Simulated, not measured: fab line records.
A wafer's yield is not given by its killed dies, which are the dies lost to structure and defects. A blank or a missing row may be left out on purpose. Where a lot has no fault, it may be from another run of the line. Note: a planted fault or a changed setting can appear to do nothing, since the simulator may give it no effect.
fab line records	flow n5-finfet
record lots=6	wafers=18	last-day=19
route steps=1938 shown BEOL_M15@1807
lots that met no fault: from a run of the same line without faults
start-h: the number of hours between the record's first day and the start of the first shown wafer of the lot	wait-h: hours since the lot's step before	" as in the row above	L1.1+2: one row covering several wafers at once	- no value, or no start given	* or withheld: withheld	< > ~ a bound
route shown NAME@n: names a module that has steps shown in the file, with the first one's number in the route	usual: mean/standard deviation taken from wafers without a fault	same: alike in all rows	chamber/n: place in a boat	sites: the reading at each site	_std_site: their standard deviation	_edge_site: mean of outer sites minus mean of inner sites	radius-mm: how far each site lies from the wafer's centre	mask NAME#n: copy n	behind: the last tool/chamber to shape the wafer	hold: why the lot was held/for how many hours/how that ended	device: the n, p or np transistor that did not switch	end of line: tests of these same wafers at the route's end	step lacking rows: just its recipe	killed: at the first sort, the dies lost to defects and structure; wafer yield is something else	map: the dies of a wafer, with x for killed, . for not killed, _ for no die there
set.NAME: the setting that was run; set.NAME@STEP: the one run at that earlier step	model.NAME: the simulator's own value behind a step, which no gauge read
lots at selected steps of the route; one table per step, one row per wafer
services: the hour from which a tool's chamber was out of use, counted from the record's first day as start-h (under 0 if before that day), plus the number of hours and why
## steps
# step N5_BEOL_M15_DESCUM_33
# recipe chemistry=O2	time-s=7.9	source-power-w=50	bias-power-w=20	pressure-mtorr=20	rf-frequency-hz=2.712e+07	temp-c=40	o2-flow-sccm=225
# usual drypump-motor-current-A=5.6/0.5	o2-flow-sccm=225.0/0.68	oes-product-au=0.82/0.095	rf-fwd-power-W=49.34/0.27	rf-vpp-V=243.5/1.4	showerhead-plenum-p-Torr=2.11/0.075	throttle-valve-pct=20.24/0.27
lot.wafer	tool	chamber	start-h	wait-h	drypump-motor-current-A	o2-flow-sccm	oes-product-au	rf-fwd-power-W	rf-hours-counter-h	rf-vpp-V	showerhead-plenum-p-Torr	throttle-valve-pct
L390.1	rie-diel-02	2	276.97	0.2	5.6	224.2	0.72	48.85	220	244.1	2.17	20.35
L390.2	"	3	"	"	6.0	226.1	0.70	49.17	223	242.4	1.98	20.47
L390.6	"	2	"	"	5.6	224.9	0.71	49.12	-	244.9	2.17	20.34
L391.2	rie-diel-03	0	304.32	0.1	5.1	225.0	0.69	49.24	232	244.6	2.14	20.43
L391.3	"	3	"	"	5.2	225.9	0.78	49.03	90	242.2	2.10	20.19
L391.4	"	1	"	"	6.4	225.0	0.88	49.46	30	242.9	2.04	19.93
L399.1	rie-diel-05	1	379.16	0.1	5.4	225.6	0.80	49.27	108	245.9	2.19	20.16
L399.2	"	2	"	"	5.5	224.3	0.92	49.62	37	244.3	2.25	20.37
L399.5	"	3	"	"	5.0	225.4	0.93	49.56	-	244.4	2.14	20.15
L400.1	rie-diel-02	0	387.11	0.2	5.0	224.2	0.92	49.76	25	244.8	2.14	19.81
L400.4	"	1	"	"	6.4	224.8	0.72	49.79	-	242.5	2.00	20.67
L400.6	"	2	"	"	5.6	225.8	0.68	48.83	-	244.4	2.15	20.41
L408.3	rie-diel-05	2	408.43	0.0	5.6	224.5	0.88	49.05	47	243.5	2.24	20.41
L408.4	"	3	"	"	5.0	224.5	0.92	49.07	26	243.6	2.13	20.17
L408.5	"	0	"	"	5.6	224.3	0.85	49.54	-	241.7	2.06	20.49
L409.1	rie-diel-03	0	432.03	0.3	5.1	225.8	0.93	49.41	17	243.3	2.13	20.04
L409.4	"	2	"	"	5.7	225.8	0.87	49.37	49	242.4	2.11	19.97
L409.5	"	0	"	"	5.1	225.3	0.94	49.37	-	244.4	2.13	20.02
# step N5_BEOL_M15_ETCH_61
# recipe chemistry=N2/H2	target=BARC	target-depth-a=890	overetch-a=267	time-s=67.9	ion-energy-ev=200	pressure-mtorr=30	source-w=840	bias-w=150	n2-flow-sccm=200	h2-flow-sccm=200
# step N5_BEOL_M15_TRENCH_ETCH_34
# recipe chemistry=C4F8/O2/Ar	target=SiO2	target-depth-a=8729.3	he-inner-torr=15	he-outer-torr=30	time-s=199	ion-energy-ev=800	pressure-mtorr=20	source-w=1905	bias-w=2040	Ar_flow_sccm=400	C4F8_flow_sccm=16	O2_flow_sccm=12
# usual drypump-motor-current-A=5.6/0.5	oes-product-au=0.82/0.095	rf-fwd-power-W=1899/5.7	rf-vpp-V=2246/23	showerhead-plenum-p-Torr=3.46/0.11	throttle-valve-pct=30.67/0.29
lot.wafer	tool	chamber	start-h	wait-h	drypump-motor-current-A	oes-product-au	rf-fwd-power-W	rf-hours-counter-h	rf-vpp-V	showerhead-plenum-p-Torr	throttle-valve-pct
L390.1	rie-diel-02	2	277.06	0.0	5.6	0.71	1892	220	2242	3.50	30.38
L390.2	"	3	"	"	6.0	0.70	1902	223	2216	3.29	30.96
L390.6	"	2	"	"	5.6	0.71	1897	-	2241	3.50	30.42
L391.2	rie-diel-03	0	304.41	0.0	5.1	0.70	1895	232	2276	3.51	30.80
L391.3	"	3	"	"	5.2	0.80	1893	90	2280	3.50	30.98
L391.4	"	1	"	"	6.4	0.90	1907	30	2219	3.37	30.46
L399.1	rie-diel-05	1	379.25	0.0	5.4	0.80	1895	108	2271	3.62	30.76
L399.2	"	2	"	"	5.6	0.89	1898	37	2254	3.64	30.79
L399.5	"	3	"	"	4.9	0.92	1893	-	2274	3.51	30.75
L400.1	rie-diel-02	0	387.20	0.0	5.0	0.92	1894	25	2252	3.50	30.18
L400.4	"	1	"	"	6.4	0.71	1906	-	2234	3.30	31.14
L400.6	"	2	"	"	5.6	0.67	1897	-	2240	3.48	30.44
L408.3	rie-diel-05	2	408.52	0.0	5.6	0.89	1909	47	2256	3.63	30.81
L408.4	"	3	"	"	4.9	0.90	1897	26	2275	3.50	30.74
L408.5	"	0	"	"	5.6	0.85	1902	-	2200	3.34	30.74
L409.1	rie-diel-03	0	432.12	0.0	5.1	0.95	1900	17	2274	3.49	30.44
L409.4	"	2	"	"	5.6	0.85	1899	49	2253	3.47	30.44
L409.5	"	0	"	"	5.1	0.94	1896	-	2274	3.49	30.44
# step N5_BEOL_M15_STRIP_36
# recipe chemistry=O2	power-w=600	temp-c=60	pressure-mtorr=30	rf-frequency-hz=6e+07	bias-power-w=0	overash-fraction=0.3	o2-flow-sccm=225
# usual drypump-motor-current-A=5.6/0.45	o2-flow-sccm=225.1/0.67	oes-product-au=0.84/0.097	rf-vpp-V=3.6/0.96	showerhead-plenum-p-Torr=2.12/0.078	throttle-valve-pct=16.51/0.25
lot.wafer	tool	chamber	start-h	wait-h	drypump-motor-current-A	o2-flow-sccm	oes-product-au	rf-hours-counter-h	rf-vpp-V	showerhead-plenum-p-Torr	throttle-valve-pct
L390.1	rie-diel-05	2	279.56	2.3	5.5	224.9	0.97	14	2.9	2.26	16.51
L390.2	"	0	"	"	5.6	226.6	0.92	26	2.6	2.07	16.63
L390.6	"	0	"	"	5.6	226.0	0.92	-	3.1	2.07	16.69
L391.2	rie-diel-05	3	304.63	0.0	4.9	225.5	0.99	3	2.9	2.14	16.32
L391.3	"	1	"	"	5.5	225.1	0.83	92	4.3	2.20	16.40
L391.4	"	2	"	"	5.6	225.4	0.95	20	2.6	2.26	16.52
L399.1	rie-diel-05	1	382.09	2.7	5.4	226.0	0.78	109	3.7	2.19	16.46
L399.2	"	2	"	"	5.6	225.0	0.89	38	2.8	2.25	16.56
L399.5	"	2	"	"	5.6	225.3	0.91	-	3.6	2.25	16.57
L400.1	rie-diel-02	1	388.23	0.8	6.5	224.5	0.71	193	2.0	2.00	16.91
L400.4	"	1	"	"	6.4	226.6	0.70	-	3.3	2.00	16.93
L400.6	"	0	"	"	5.0	224.8	0.91	-	3.8	2.14	16.08
L408.3	rie-diel-03	0	409.36	0.7	5.1	225.3	0.96	10	2.9	2.14	16.27
L408.4	"	2	"	"	5.6	224.4	0.89	43	4.2	2.12	16.24
L408.5	"	3	"	"	5.2	223.8	0.76	-	3.9	2.09	16.48
L409.1	rie-diel-02	3	434.77	2.5	6.0	225.4	0.92	11	2.6	2.23	16.34
L409.4	"	2	"	"	5.6	225.5	1.02	-	3.7	2.15	16.27
L409.5	"	0	"	"	5.0	224.9	0.88	-	5.1	2.14	16.10
# step N5_BEOL_M15_STRIP_62
# recipe chemistry=O2	power-w=600	temp-c=60	pressure-mtorr=30	rf-frequency-hz=6e+07	bias-power-w=0	overash-fraction=0.3	o2-flow-sccm=225
# step N5_BEOL_M15_STRIP_37
# recipe chemistry=O2	power-w=600	temp-c=60	pressure-mtorr=30	rf-frequency-hz=6e+07	bias-power-w=0	overash-fraction=0.3	o2-flow-sccm=225
# step N5_BEOL_M15_ETCH_38
# recipe chemistry=CF4/N2	target=SiCN	target-depth-a=1064	taper-deg=2	time-s=120.5	ion-energy-ev=150	mask-material=SiO2	pressure-mtorr=40	source-w=430	bias-w=70	Ar_flow_sccm=100	cf4-flow-sccm=60	n2-flow-sccm=60
# step N5_BEOL_M15_PRECLEAN_39
# recipe chemistry=residue-remover	time-s=60	temp-c=40
# step N5_BEOL_M15_SRD_40
# recipe time-s=30	temp-c=23	rinse-liquid=diw	dry=n2-spin	spin-rpm=1500	dry-time-s=30
# step N5_BEOL_M15_DEGAS_41
# recipe ambient=vacuum	temp-c=300	time-s=60
# usual heater-power-w=466/46
lot.wafer	tool	chamber	start-h	wait-h	heater-power-w
L390.1	pvd-sputter-03	-	282.20	2.3	566
L390.2	"	-	"	"	443
L390.6	"	-	"	"	447
L391.2	pvd-sputter-02	-	305.50	0.6	445
L391.3	"	-	"	"	501
L391.4	"	-	"	"	464
L399.1	pvd-sputter-03	-	382.70	0.3	451
L399.2	"	-	"	"	415
L399.5	"	-	"	"	459
L400.1	pvd-sputter-03	-	388.76	0.2	564
L400.4	"	-	"	"	405
L400.6	"	-	"	"	560
L408.3	pvd-sputter-01	-	410.07	0.4	404
L408.4	"	-	"	"	464
L408.5	"	-	"	"	459
L409.1	pvd-sputter-02	-	435.47	0.4	464
L409.4	"	-	"	"	495
L409.5	"	-	"	"	531
# step N5_BEOL_M15_PRE_CLEAN_42
# recipe gas=H2/He	time-s=30	temp-c=300
# usual heater-power-w=466/47
lot.wafer	tool	chamber	start-h	wait-h	heater-power-w
L390.1	pvd-sputter-03	-	282.24	0.0	579
L390.2	"	-	"	"	459
L390.6	"	-	"	"	456
L391.2	pvd-sputter-02	-	305.54	0.0	435
L391.3	"	-	"	"	492
L391.4	"	-	"	"	480
L399.1	pvd-sputter-03	-	382.74	0.0	444
L399.2	"	-	"	"	405
L399.5	"	-	"	"	456
L400.1	pvd-sputter-03	-	388.80	0.0	556
L400.4	"	-	"	"	406
L400.6	"	-	"	"	577
L408.3	pvd-sputter-01	-	410.11	0.0	404
L408.4	"	-	"	"	460
L408.5	"	-	"	"	467
L409.1	pvd-sputter-02	-	435.51	0.0	459
L409.4	"	-	"	"	490
L409.5	"	-	"	"	529
# step N5_BEOL_M15_SPUTTER_43
# recipe material=TaN	target-thk-a=150	temp-c=50	bias-v=168.6	power-w=15000	chamber-pressure-pa=0.12	time-s=24.19
# usual cathode-dc-power-W=15000/3	throttle-valve-pct=29.8/0.77
lot.wafer	tool	chamber	start-h	wait-h	cathode-dc-power-W	throttle-valve-pct	model.TaN_of_BEOL_M15_SPUTTER_43.thk-nm
L390.1	pvd-sputter-03	-	282.28	0.0	15001	29.6	15
L390.2	"	-	"	"	14997	29.2	15
L390.6	"	-	"	"	14995	29.2	15
L391.2	pvd-sputter-02	-	305.58	0.0	15005	29.8	15.4
L391.3	"	-	"	"	15001	28.8	15
L391.4	"	-	"	"	15002	30.0	15.2
L399.1	pvd-sputter-03	-	382.78	0.0	16613	29.4	17
L399.2	"	-	"	"	16614	30.7	17
L399.5	"	-	"	"	16604	29.3	16.8
L400.1	pvd-sputter-03	-	388.84	0.0	16612	30.0	16.8
L400.4	"	-	"	"	16613	30.7	16.8
L400.6	"	-	"	"	16615	29.7	16.6
L408.3	pvd-sputter-01	-	410.15	0.0	15002	30.1	14.8
L408.4	"	-	"	"	14999	31.1	15
L408.5	"	-	"	"	14995	30.9	15.2
L409.1	pvd-sputter-02	-	435.55	0.0	15002	30.0	15
L409.4	"	-	"	"	15001	28.9	14.6
L409.5	"	-	"	"	15006	29.7	14.8
# step N5_BEOL_M15_SPUTTER_44
# recipe material=Ta	target-thk-a=150	temp-c=50	bias-v=80	power-w=15000	chamber-pressure-pa=0.07	time-s=24.19
# step N5_BEOL_M15_SPUTTER_45
# recipe material=Cu	target-thk-a=1000	temp-c=-20	bias-v=60	power-w=26000	chamber-pressure-pa=0.13	time-s=16.67
# step N5_BEOL_M15_ECD_47
# recipe material=Cu	target-thk-a=18600
# step N5_BEOL_M15_ANNEAL_48
# recipe temp-c=225	time-s=90	ambient=N2
# step N5_BEOL_M15_CMP_49
# recipe stop-on=SiO2	t-overpolish-s=4.9	down-force-psi=2	platen-rpm=80	clearing-platen-down-force-psi=2	clearing-platen-rpm=80	post-cmp-clean=cu-alkaline	target-thk-nm=850	clearing-platen-pad-velocity-m-s=1.5917	pad-velocity-m-s=1.5917
# usual barrier-field-endpoint-s=11.30/0.26	edge-zone-pressure-frac=1.000/0.0047	motor-current-A=8.1/0.54	slurry-flow-ml-min=149.9/0.45
lot.wafer	tool	chamber	start-h	wait-h	barrier-field-endpoint-s	edge-zone-pressure-frac	motor-current-A	slurry-flow-ml-min
L390.2	cmp-03	3	283.13	0.2	11.25	1.000	8.2	149.8
L390.1	"	1	"	"	10.96	1.003	7.4	150.1
L390.6	"	2	"	"	11.12	0.997	8.7	150.0
L391.2	cmp-01	3	306.50	0.2	11.43	1.002	7.9	149.9
L391.3	"	0	"	"	11.85	1.001	7.6	150.3
L391.4	"	2	"	"	11.80	1.000	7.4	150.7
L399.2	cmp-03	3	383.59	0.2	11.90	1.002	8.8	149.7
L399.1	"	1	"	"	11.99	0.998	7.3	150.1
L399.5	"	0	"	"	12.06	1.004	8.6	150.1
L400.4	cmp-03	1	389.69	0.2	12.24	1.002	7.5	149.4
L400.1	"	3	"	"	11.88	0.992	8.5	149.9
L400.6	"	1	"	"	11.99	1.003	7.5	148.9
L408.3	cmp-03	2	411.00	0.2	10.96	0.999	8.4	150.0
L408.4	"	3	"	"	11.17	0.998	8.4	149.6
L408.5	"	2	"	"	11.26	1.005	8.5	149.9
L409.4	cmp-01	3	436.44	0.2	10.85	1.001	8.6	150.2
L409.1	"	0	"	"	11.16	1.011	7.8	151.0
L409.5	"	1	"	"	11.08	0.999	7.9	149.2
# step N5_BEOL_M15_THK_MEAS_50
# recipe thk-meas-gauge=xrf	reads=Cu_of_BEOL_M15_ECD_47
# usual M15_THK=834/20
lot.wafer	tool	chamber	start-h	wait-h	M15_THK[nm]
L390.1	film-metro-02	-	283.39	-	812
L390.2	"	-	"	"	814
L390.6	"	-	"	"	818
L391.2	film-metro-02	-	306.80	-	840
L391.3	"	-	"	"	842
L391.4	"	-	"	"	847
L399.1	film-metro-02	-	383.89	-	848
L399.2	"	-	"	"	852
L399.5	"	-	"	"	833
L400.1	film-metro-02	-	389.95	-	846
L400.4	"	-	"	"	807
L400.6	"	-	"	"	794
L408.3	film-metro-01	-	411.30	-	865
L408.4	"	-	"	"	824
L408.5	"	-	"	"	836
L409.1	film-metro-02	-	436.66	-	850
L409.4	"	-	"	"	823
L409.5	"	-	"	"	843
## services
tool	chamber	start-h	hours	kind
cmp-03	-	257.10	0.3	repair
cmp-01	-	268.68	3.5	pm
rie-diel-05	1	270.40	3.0	repair
rie-diel-02	0	274.42	7.1	repair
rie-diel-05	1	330.57	3.3	repair
rie-diel-03	2	333.39	19.1	repair
rie-diel-05	-	333.75	0.4	repair
cmp-01	-	340.27	5.2	pm
cmp-03	-	340.37	1.7	repair
pvd-sputter-01	-	344.74	1.6	repair
rie-diel-02	0	350.54	31.6	repair
pvd-sputter-02	-	351.20	11.7	repair
pvd-sputter-03	-	378.22	3.7	repair
rie-diel-05	-	385.81	4.3	pm
rie-diel-03	-	388.37	4.3	pm
rie-diel-05	3	390.15	6.0	repair
rie-diel-05	0	416.65	2.6	repair
rie-diel-03	3	418.14	1.4	repair
pvd-sputter-03	-	421.46	2.4	repair
cmp-03	-	424.46	4.8	repair
pvd-sputter-01	-	425.15	1.2	repair
rie-diel-02	-	427.79	2.8	pm
rie-diel-02	1	430.95	4.9	repair
cmp-03	-	431.61	0.5	repair
## key
first-sign step=N5_BEOL_M15_SPUTTER_43	reading=cathode-dc-power-W	direction=up	sigmas=99+	usual=*	struck=*
effect step=N5_BEOL_M15_CMP_49	reading=barrier-field-endpoint-s	direction=up	sigmas=2.7	usual=11.30	struck=12.01
model-effect step=N5_BEOL_M15_SPUTTER_43	value=TaN_of_BEOL_M15_SPUTTER_43.thk-nm	without=15.2	struck=16.83
met-at N5_BEOL_M15_SPUTTER_43
struck-wafers L399.1,L399.2,L399.5,L400.1,L400.4,L400.6
onset-between 282.28 382.78
fault kind=process-parameter-drift	tool=pvd-sputter-03	chamber=-	onset-h=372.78	steps=N5_BEOL_M15_SPUTTER_43	channel=power-w	offset=*	shape=step	end-h=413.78	acts-in=*	stated=*
